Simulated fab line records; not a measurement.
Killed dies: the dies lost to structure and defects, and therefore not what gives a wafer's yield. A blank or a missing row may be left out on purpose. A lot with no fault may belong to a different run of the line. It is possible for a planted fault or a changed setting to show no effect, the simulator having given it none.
Split-lot study + flow n5 finfet + route with 1938 steps; 7 lots, 39 wafers read

## ON THE SPLIT
At N5_MOL_CONTACT_COAG_ALD_27 (deposits SiOC, target thk 17 nm, pulse time 1.5 s, time 2720 s), the setting time s was moved away from the recipe's 2720 s on 15 of the 39 wafers read, by -56.3% to +17.6%. For the rest of the wafers, this setting stayed at what the recipe calls for.

## FROM THE SPLIT TO THE READING: what the file shows between them, 4 steps
- N5_MOL_CONTACT_COAG_CMP_28: polishes, stops on SiNx, t overpolish 0.85 s, target thk 14.522 nm
- N5_MOL_CONTACT_COAG_ALD_123: deposits SiNx, target thk 5 nm, pulse time 1 s, purge time 2 s
- N5_MOL_CONTACT_COAG_VIA_ETCH_117: etches SiO2 in C4F6/O2, target depth 40 nm, overetch 8 nm, time 26 s
- N5_MOL_CONTACT_COAG_ETCH_124: etches SiNx in CH3F/O2, stops on SiOC, target depth 6.5 nm

## THE READING
etch.depth nm (the simulator's own value, which no gauge read), in nm, at N5_MOL_CONTACT_COAG_ETCH_48 (etches SiOC in C4F6/O2, target depth 15 nm, overetch 4.5 nm, time 17 s). There is no usual value for it anywhere in the file. Across the 24 wafers here that went through the recipe, the average is 13.954 nm and the standard deviation 0.85 nm.

| wafer  | tool, chamber at the split | time s as run, s | against the recipe | etch.depth nm, nm | against lot-mates on the recipe |
|--------|----------------------------|------------------|--------------------|-------------------|---------------------------------|
| L081.1 | ald sin-03, 3,2            | 2720             | recipe             | 14.55             | -                               |
| L081.2 | ald sin-03, 0,1            | 3196             | +17.5%             | 14.86             | -0.250                          |
| L081.3 | ald sin-03, 0,1            | 3196             | +17.5%             | 15.33             | +0.220                          |
| L081.4 | ald sin-03, 3,2            | 2720             | recipe             | 15.44             | -                               |
| L081.5 | ald sin-03, 3              | 2720             | recipe             | 15.34             | -                               |
| L081.6 | ald sin-03, 2              | 3196             | +17.5%             | 14.63             | -0.480                          |
| L086.1 | ald sin-02, 0,2            | 3200             | +17.6%             | 15.18             | +0.903                          |
| L086.2 | ald sin-02, 1              | 2720             | recipe             | 15.17             | -                               |
| L086.3 | ald sin-02, 2,1            | 2720             | recipe             | 14.68             | -                               |
| L086.4 | ald sin-02, 3              | 3200             | +17.6%             | 12.97             | -1.307                          |
| L086.5 | ald sin-02, 0,2            | 3200             | +17.6%             | 13.89             | -0.387                          |
| L086.6 | ald sin-02, 2,1            | 2720             | recipe             | 12.98             | -                               |
| L089.1 | ald sin-03, 0              | 2720             | recipe             | 12.73             | -                               |
| L089.3 | ald sin-03, 2,1            | 2720             | recipe             | 13.88             | -                               |
| L089.4 | ald sin-03, 2,1            | 2720             | recipe             | 12.97             | -                               |
| L090.1 | ald sin-02, 0,3,3,0        | 2720             | recipe             | 14.03             | -                               |
| L090.2 | ald sin-02, 0,3,3,0        | 2720             | recipe             | 14.31             | -                               |
| L090.3 | ald sin-02, 2,1            | 2720             | recipe             | 13.37             | -                               |
| L090.4 | ald sin-02, 2,1            | 2720             | recipe             | 15.48             | -                               |
| L090.5 | ald sin-02, 0,3,3,0        | 2720             | recipe             | 14.09             | -                               |
| L090.6 | ald sin-02, 0,3,3,0        | 2720             | recipe             | 13.43             | -                               |
| L094.1 | ald sin-01, 0,1,3          | 1205             | -55.7%             | 7.479             | -6.454                          |
| L094.2 | ald sin-01, 2,3,0          | 2720             | recipe             | 13.64             | -                               |
| L094.3 | ald sin-01, 0,1,3          | 1205             | -55.7%             | 7.388             | -6.545                          |
| L094.4 | ald sin-01, 2,3,0          | 2720             | recipe             | 14.38             | -                               |
| L094.5 | ald sin-01, 2,3,0          | 2720             | recipe             | 13.78             | -                               |
| L094.6 | ald sin-01, 0,1,3          | 1205             | -55.7%             | 7.438             | -6.495                          |
| L095.1 | ald sin-01, 3,2            | 2720             | recipe             | 13.85             | -                               |
| L095.2 | ald sin-01, 0              | 2720             | recipe             | 14.25             | -                               |
| L095.3 | ald sin-01, 3,2            | 2720             | recipe             | 13.47             | -                               |
| L095.4 | ald sin-01, 1,1,2          | 1719             | -36.8%             | 10.62             | -3.237                          |
| L095.5 | ald sin-01, 1,1,2          | 1719             | -36.8%             | 10.61             | -3.247                          |
| L095.6 | ald sin-01, 1,1,2          | 1719             | -36.8%             | 10.67             | -3.187                          |
| L097.1 | ald sin-02, 1,3,0          | 1189             | -56.3%             | 7.355             | -5.672                          |
| L097.2 | ald sin-02, 1,3,0          | 1189             | -56.3%             | 7.423             | -5.604                          |
| L097.3 | ald sin-02, 2,1,0          | 2720             | recipe             | 13.96             | -                               |
| L097.4 | ald sin-02, 1,3,0          | 1189             | -56.3%             | 7.394             | -5.633                          |
| L097.5 | ald sin-02, 2,1,0          | 2720             | recipe             | 12.62             | -                               |
| L097.6 | ald sin-02, 2,1,0          | 2720             | recipe             | 12.5              | -                               |
The file does not say which wafer passed through which chamber wherever a row lists several chambers: such a row stands for several wafers.

FIT RESULTS
A straight line over all 39 wafers: etch.depth nm changes by +0.102 nm for each +1% of time s; r = +0.93; the points scatter about the line by 0.94 nm.
The same after taking each lot's own level away (the mean of its wafers on the recipe; 39 wafers): +0.09 nm for each +1%; r = +0.92; scatter 0.92 nm.
The reading moves by 5.1 nm for the largest change in time s, on that fit.
The lots' own levels span 13.0267 to 15.1100 nm, that is 2.4 times the standard deviation above.
Hence the slope depends on the lot-to-lot level, as the two fits are not the same.
Check: -5.47 nm against its lot-mates is what the line predicts for one of the wafers moved furthest among these (-56.3%) when that wafer is left out of the fit. It came out at -5.67 nm against them.

## OTHER SPLITS ON THESE WAFERS
Other splits were also applied to these wafers ahead of the reading. Each is held against what the fit with the lots' levels taken away leaves over:
| other split on the same wafers          | wafers away from the commonest value | r with etch.depth nm (lot level and that fit taken away) |
|-----------------------------------------|--------------------------------------|----------------------------------------------------------|
| N5_ZERO_LAYER_DEVELOP_10 develop time s | 15                                   | +0.17                                                    |
| N5_SD_EPI_N_EPI_21 time s               | 12                                   | +0.01                                                    |
| N5_SDB_HM_DEP_00 time s                 | 18                                   | +0.06                                                    |

## THE WHOLE CHAIN: every reading that the file lists as answering this split, in the file's order
| step                        | what it does                                                           | reading                                                                                 | change (the file's fit)                | r (the file's) |
|-----------------------------|------------------------------------------------------------------------|-----------------------------------------------------------------------------------------|----------------------------------------|----------------|
| N5_MOL_CONTACT_COAG_ALD_27  | deposits SiOC, target thk 17 nm, pulse time 1.5 s, time 2720 s         | SiOC_of_MOL_CONTACT_COAG_ALD_27.thk nm (the simulator's own value, which no gauge read) | +0.159 nm for each +1% of the setting  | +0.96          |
| N5_MOL_CONTACT_COAG_CMP_28  | polishes, stops on SiNx, t overpolish 0.85 s, target thk 14.522 nm     | SiOC_of_MOL_CONTACT_COAG_ALD_27.thk nm (the simulator's own value, which no gauge read) | +0.0957 nm for each +1% of the setting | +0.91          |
| N5_MOL_CONTACT_COAG_ETCH_48 | etches SiOC in C4F6/O2, target depth 15 nm, overetch 4.5 nm, time 17 s | etch.depth nm (the simulator's own value, which no gauge read)                          | +0.0958 nm for each +1% of the setting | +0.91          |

## FILE'S OWN FIT
etch.depth nm changes by +0.0958 nm for each +1% of time s, r = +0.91.
